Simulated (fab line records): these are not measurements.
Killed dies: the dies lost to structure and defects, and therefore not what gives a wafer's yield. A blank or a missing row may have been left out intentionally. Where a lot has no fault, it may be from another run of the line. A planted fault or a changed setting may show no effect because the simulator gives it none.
Chamber matching | flow n5Finfet | 4 sister chambers for N5_BEOL_M6_ETCH_62 on rieDiel-01
The step etches SOC in N2/H2, target depth 110 nm, overetch 22 nm, time 165 s. 4 wafers are shown with their chamber, then 9 later ones without.

== WAFERS, EACH WITH ITS CHAMBER ==
wafer  | chamber | showerheadPlenumPTorr (Torr)
L082.4 | 2       | 2.60
L083.1 | 1       | 2.69
L083.4 | 3       | 2.54
L083.6 | 0       | 2.59

== WAFERS MISSING THEIR CHAMBER ==
wafer  | showerheadPlenumPTorr (Torr)
L084.3 | 2.59
L084.5 | 2.69
L084.6 | 2.59
L090.2 | 2.58
L090.3 | 2.68
L090.4 | 2.59
L094.2 | 2.58
L094.4 | 2.68
L094.5 | 2.58

== CHAMBER TAKEN BY EACH ==
wafer  | from the rows above     | in truth
L084.3 | can't be placed: 0 or 2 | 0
L084.5 | 1                       | 1
L084.6 | can't be placed: 0 or 2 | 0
L090.2 | can't be placed: 0 or 2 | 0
L090.3 | 1                       | 1
L090.4 | can't be placed: 0 or 2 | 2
L094.2 | can't be placed: 0 or 2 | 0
L094.4 | 1                       | 1
L094.5 | can't be placed: 0 or 2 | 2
Correctly placed: 3 of 9. Cannot be placed on the basis of these rows: 6; the candidates contain the true chamber in 6. Wrongly placed: 0.
How it was worked out, from the rows above alone: a wafer's distance from a chamber is the root of the sum, over the readings, of the square of ((its reading less the chamber's mean) divided by the reading's scatter). The wafer belongs to the nearest chamber; if the next one is less than 2 further off, it can't be placed. The mean given for a chamber averages the wafers shown for that chamber. The scatter (one wafer shown for each chamber): square how far every hidden wafer sits from the nearest shown wafer, average those squares and take the square root.
